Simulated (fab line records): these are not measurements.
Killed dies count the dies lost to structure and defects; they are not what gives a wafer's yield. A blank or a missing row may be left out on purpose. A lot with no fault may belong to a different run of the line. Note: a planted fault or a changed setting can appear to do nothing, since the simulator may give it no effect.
A struck lot beside a sound one ; flow n5 finfet ; 14 steps out of a route of 1938
Sound: these wafers, L310.3, L310.4, L310.5. Struck: wafers L303.1, L303.5. (L303.4 of the same lot was not struck and is left out.) The cause comes at the end.
Per side, at each step with rows, come the tool, then ch with its chambers, and then its first start. Under that, the readings that differ: sound wafers ; struck wafers ; difference of the means ; sigmas: that difference in standard deviations of wafers without a fault.
alike: readings whose means differ by less than 2 such deviations, and words and numbers that are the same on both sides. not compared: withheld readings, readings that some wafer has no value for, bounds like >300 that may hide the same value, and numbers for which the record gives no deviation and whose values overlap.
Wherever a step has rows on one side only, a row that says differs or no value, or a row with sigmas, the two part there. Numbers that have no deviation but don't overlap get no sigmas and don't part them. A reading that every wafer of one side lacks parts them only if that side has two wafers or more.

N5_SD_ACTIVATION_LSA_01: time 0.0008 s.
  sound on laser anneal-02 ch 0, day 8 15:54; struck on laser anneal-01 ch 0, day 6 18:13
  alike: wafer_temp_C_max
N5_SD_ACTIVATION_INSPECT_02: inspects for defects (darkfield).
  sound on defect inspect-01 at day 8 16:23; struck on defect inspect-01 at day 6 18:44
  alike: raw defect count
N5_ILD0_LINER_00: material SiNx, target thk 4 nm, pulse time 1 s, purge time 2 s.
  sound on ald sin-04 ch 2,3, day 8 16:25; struck on ald sin-01 ch 2,3, day 6 18:47
  alike: heater power w, precursor pulse height rel
then, 2 steps without rows for these wafers: N5_ILD0_FCVD_FILL_01 (material SiO2 flowable, target thk 200 nm, time 328.3 s); N5_ILD0_CURE_02 (time 1800 s).
N5_ILD0_CMP_03: polishes, stops on SiNx, t overpolish 1.9 s, target thk 197.38 nm.
  sound on cmp-03 ch 1,2, day 8 18:47; struck on cmp-01 ch 0,2, day 6 21:08
  alike: motor current A, overpolish run s, time to endpoint s
  not compared: pad life wafers
N5_ILD0_THK_MEAS_04:
  sound on film metro-02 at day 8 19:04; struck on film metro-02 at day 6 21:26
  alike: thk nm
N5_ILD0_CMP_07: polishes SiO2 flowable, stops on poly-Si, t overpolish 1.18 s, target thk 138.88 nm.
  sound on cmp-03 ch 0,2, day 8 19:08; struck on cmp-04 ch 0,2, day 6 21:28
  alike: motor current A
  not compared: pad life wafers
N5_ILD0_THK_MEAS_08:
  sound on film metro-01 at day 8 19:24; struck on film metro-02 at day 6 21:46
  alike: thk nm
then, 1 step without rows for these wafers: N5_ILD0_PRECLEAN_10 (cleans in NF3:NH3, afs cycles 5, time 20 s, sublimation time 60 s).
N5_ILD0_ALD_15: deposits SiNx, target thk 24 nm, pulse time 1 s, ald cycles 480.
  sound on ald sin-02 ch 0,1,3, day 8 20:43; struck on ald sin-04 ch 0,3, day 6 22:46
reading;sound;struck;difference;sigmas
ald cycles;480 480 480;646 646;+166;
model.SiNx_of_ILD0_ALD_15.thk nm (nm);24.2 24.2 24.2;32.2 32.2;+8.0;
  alike: heater power w, precursor pulse height rel
N5_ILD0_CMP_12: polishes SiNx, stops on poly-Si, t overpolish 6 s, target thk 17.67 nm.
  sound on cmp-04 ch 1,3, day 8 22:58; struck on cmp-03 ch 3, day 7 00:58
reading;sound;struck;difference;sigmas
time to endpoint s (s);30.9 29.0 31.0;41.5 40.5;+10.7;+5
  alike: motor current A
  not compared: pad life wafers
N5_ILD0_THK_MEAS_13:
  sound on film metro-02 at day 8 23:13; struck on film metro-01 at day 7 01:15
  alike: thk nm
then, 1 step without rows for these wafers: N5_PASSIVATION_PROBE_49.

## WHERE THEY PART
Only at N5_ILD0_CMP_12, within this record. Later steps at which nothing parts them and some readings are alike: N5_ILD0_THK_MEAS_13.

WHY: the cause the simulator had injected
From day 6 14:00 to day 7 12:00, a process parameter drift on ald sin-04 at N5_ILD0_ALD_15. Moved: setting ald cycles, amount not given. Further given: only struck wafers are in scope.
